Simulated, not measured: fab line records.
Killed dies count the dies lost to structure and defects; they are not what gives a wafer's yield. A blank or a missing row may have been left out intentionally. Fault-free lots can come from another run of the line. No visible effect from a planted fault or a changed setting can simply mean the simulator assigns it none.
Chamber matching / flow n5 finfet / N5_MOL_CONTACT_COAG_CMP_28 on cmp-04: 4 sister chambers
The step polishes, stops on SiNx, t overpolish 0.85 s, target thk 14.522 nm. 27 wafers are shown with their chamber, then 12 later ones without.

== WAFERS WITH THEIR CHAMBER ==
wafer=L075.1; chamber=3; motor current A (A)=13.9; time to endpoint s (s)=6.5
wafer=L075.4; chamber=2; motor current A (A)=11.7; time to endpoint s (s)=6.8
wafer=L075.6; chamber=2; motor current A (A)=11.6; time to endpoint s (s)=8.4
wafer=L077.2; chamber=2; motor current A (A)=11.6; time to endpoint s (s)=4.2
wafer=L077.4; chamber=3; motor current A (A)=13.8; time to endpoint s (s)=2.8
wafer=L077.5; chamber=1; motor current A (A)=12.4; time to endpoint s (s)=3.4
wafer=L078.1; chamber=0; motor current A (A)=15.2; time to endpoint s (s)=2.5
wafer=L078.3; chamber=2; motor current A (A)=11.7; time to endpoint s (s)=1.9
wafer=L078.4; chamber=3; motor current A (A)=14.2; time to endpoint s (s)=0.4
wafer=L079.1; chamber=0; motor current A (A)=14.5; time to endpoint s (s)=4.8
wafer=L079.3; chamber=3; motor current A (A)=13.8; time to endpoint s (s)=0.7
wafer=L079.4; chamber=2; motor current A (A)=11.9; time to endpoint s (s)=5.1
wafer=L080.2; chamber=0; motor current A (A)=15.1; time to endpoint s (s)=5.7
wafer=L080.3; chamber=3; motor current A (A)=13.7; time to endpoint s (s)=4.6
wafer=L080.6; chamber=3; motor current A (A)=13.2; time to endpoint s (s)=4.6
wafer=L081.3; chamber=2; motor current A (A)=12.1; time to endpoint s (s)=4.8
wafer=L081.5; chamber=3; motor current A (A)=13.9; time to endpoint s (s)=2.0
wafer=L081.6; chamber=0; motor current A (A)=15.5; time to endpoint s (s)=6.3
wafer=L083.4; chamber=2; motor current A (A)=11.8; time to endpoint s (s)=8.1
wafer=L083.5; chamber=1; motor current A (A)=12.8; time to endpoint s (s)=8.6
wafer=L083.6; chamber=2; motor current A (A)=12.2; time to endpoint s (s)=6.9
wafer=L085.2; chamber=0; motor current A (A)=14.6; time to endpoint s (s)=6.5
wafer=L085.3; chamber=1; motor current A (A)=13.0; time to endpoint s (s)=8.3
wafer=L085.5; chamber=1; motor current A (A)=12.8; time to endpoint s (s)=7.4
wafer=L090.1; chamber=3; motor current A (A)=14.4; time to endpoint s (s)=5.9
wafer=L090.3; chamber=0; motor current A (A)=14.0; time to endpoint s (s)=11.7
wafer=L090.5; chamber=3; motor current A (A)=13.5; time to endpoint s (s)=5.3

SIGNATURES (averages over the wafers above)
reading=motor current A; chamber 0=14.817; chamber 1=12.750; chamber 2=11.825; chamber 3=13.822; scatter within a chamber=0.364
reading=time to endpoint s; chamber 0=6.250; chamber 1=6.925; chamber 2=5.775; chamber 3=3.644; scatter within a chamber=2.45
Rule: a wafer's distance from a chamber is the root of the sum, over the readings, of the square of ((its reading less the chamber's mean) divided by the reading's scatter). If the next closest chamber is less than 2 further off than the closest, the wafer can't be placed; otherwise it belongs to the closest. How the scatter is found: for the shown wafers, subtract from each reading the mean of its chamber, square and add these, divide the total by (wafers less chambers), then take the root.

== WAFERS WHOSE CHAMBER IS MISSING ==
wafer=L092.2; motor current A (A)=12.4; time to endpoint s (s)=5.8
wafer=L092.3; motor current A (A)=14.1; time to endpoint s (s)=6.2
wafer=L092.6; motor current A (A)=14.4; time to endpoint s (s)=8.4
wafer=L093.2; motor current A (A)=13.7; time to endpoint s (s)=8.0
wafer=L093.3; motor current A (A)=12.1; time to endpoint s (s)=6.8
wafer=L093.5; motor current A (A)=12.0; time to endpoint s (s)=5.2
wafer=L094.1; motor current A (A)=12.9; time to endpoint s (s)=5.1
wafer=L094.5; motor current A (A)=11.9; time to endpoint s (s)=5.6
wafer=L094.6; motor current A (A)=14.1; time to endpoint s (s)=3.6
wafer=L097.2; motor current A (A)=13.2; time to endpoint s (s)=5.4
wafer=L097.3; motor current A (A)=14.6; time to endpoint s (s)=4.2
wafer=L097.5; motor current A (A)=12.1; time to endpoint s (s)=3.4

== THE CHAMBER EACH PASSED THROUGH ==
wafer=L092.2; from the rows above=can't be placed: 1 or 2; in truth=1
wafer=L092.3; from the rows above=can't be placed: 3 or 0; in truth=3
wafer=L092.6; from the rows above=can't be placed: 0 or 3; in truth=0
wafer=L093.2; from the rows above=can't be placed: 3 or 1 or 0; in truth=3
wafer=L093.3; from the rows above=can't be placed: 2 or 1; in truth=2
wafer=L093.5; from the rows above=can't be placed: 2 or 1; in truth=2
wafer=L094.1; from the rows above=can't be placed: 1 or 3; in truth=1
wafer=L094.5; from the rows above=2; in truth=2
wafer=L094.6; from the rows above=can't be placed: 3 or 0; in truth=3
wafer=L097.2; from the rows above=can't be placed: 1 or 3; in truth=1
wafer=L097.3; from the rows above=can't be placed: 0 or 3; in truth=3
wafer=L097.5; from the rows above=can't be placed: 2 or 1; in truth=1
Correctly placed: 1 of 12. These rows do not allow placing 11 (true chamber among the candidates in 11). Placed wrongly: 0.
